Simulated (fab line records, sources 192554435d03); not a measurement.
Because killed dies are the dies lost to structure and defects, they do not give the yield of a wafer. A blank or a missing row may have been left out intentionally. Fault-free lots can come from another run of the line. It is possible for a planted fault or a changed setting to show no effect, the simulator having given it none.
Matching of chambers | flow n5-finfet | 4 sister chambers for N5_BEOL_M4_ETCH_77 on rie-diel-01
The step etches underlayer in N2/H2, target depth 6.5 nm, time 5.2 s. 4 wafers are shown with their chamber, then 7 later ones without.

== WAFERS PAIRED WITH THEIR CHAMBERS ==
wafer  | chamber | drypump-motor-current-A (A)
L086.1 | 0       | 6.7
L086.5 | 1       | 6.4
L087.3 | 3       | 5.5
L087.4 | 2       | 5.3

== WAFERS MISSING THEIR CHAMBER ==
wafer  | drypump-motor-current-A (A)
L087.6 | 5.3
L089.1 | 6.5
L089.2 | 5.5
L089.4 | 5.3
L091.1 | 6.4
L091.3 | 5.3
L091.4 | 5.5

== WHICH CHAMBER EACH ONE RAN IN ==
wafer  | from the rows above | in truth
L087.6 | 2                   | 2
L089.1 | 1                   | 1
L089.2 | 3                   | 3
L089.4 | 2                   | 2
L091.1 | 1                   | 1
L091.3 | 2                   | 2
L091.4 | 3                   | 3
Correctly placed: 7 of 7. Can't be placed from these rows: 0. 0 placed wrongly.
How it was worked out, from the rows above alone: a wafer's distance from a chamber is the root of the sum, over the readings, of the square of ((its reading less the chamber's mean) divided by the reading's scatter). The wafer belongs to the nearest chamber; if the next one is less than 2 further off, it can't be placed. For every chamber, the mean is computed from those of its wafers that are shown. The scatter (one wafer shown for each chamber): square how far every hidden wafer sits from the nearest shown wafer, average those squares and take the square root.
